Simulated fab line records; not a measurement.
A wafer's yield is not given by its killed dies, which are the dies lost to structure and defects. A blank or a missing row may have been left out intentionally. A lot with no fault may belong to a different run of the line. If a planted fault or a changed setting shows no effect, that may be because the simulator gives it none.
Chamber matching -- flow n5 finfet -- N5_BEOL_M4_STRIP_19 on rie diel-05 has 4 sister chambers
The step strips in O2. 8 wafers are shown with their chamber, then 12 later ones without.

## EACH WAFER AND ITS CHAMBER
wafer,chamber,showerhead plenum p Torr (Torr),drypump motor current A (A)
L078.5,2,2.24,5.8
L079.6,3,2.16,6.3
L081.1,3,2.16,6.3
L084.1,2,2.23,5.8
L086.5,0,2.17,5.6
L090.1,1,1.91,5.4
L090.4,0,2.17,5.5
L090.5,1,1.91,5.4

## WAFERS WHOSE CHAMBER IS MISSING
wafer,showerhead plenum p Torr (Torr),drypump motor current A (A)
L089.1,2.17,5.5
L089.2,2.15,6.3
L089.5,2.23,5.8
L093.3,1.91,5.4
L093.5,2.17,5.5
L093.6,2.15,6.3
L094.1,1.91,5.4
L094.2,2.17,5.5
L094.4,2.15,6.3
L097.2,2.16,5.5
L097.4,2.22,5.8
L097.6,2.22,5.8

## WHICH CHAMBER EACH ONE RAN IN
wafer,from the rows above,in truth
L089.1,0,0
L089.2,3,3
L089.5,2,2
L093.3,1,1
L093.5,0,0
L093.6,3,3
L094.1,1,1
L094.2,0,0
L094.4,3,3
L097.2,0,0
L097.4,2,2
L097.6,2,2
Correctly placed: 12 of 12. From these rows, 0 cannot be placed. Number placed wrongly: 0.
How it was worked out, from the rows above alone: a wafer's distance from a chamber is the root of the sum, over the readings, of the square of ((its reading less the chamber's mean) divided by the reading's scatter). If the next closest chamber is less than 2 further off than the closest, the wafer can't be placed; otherwise it belongs to the closest. For every chamber, the mean is computed from those of its wafers that are shown. The scatter: take each reading less its chamber's mean, square it, sum over the shown wafers, divide by the number of wafers less the number of chambers, and take the root.
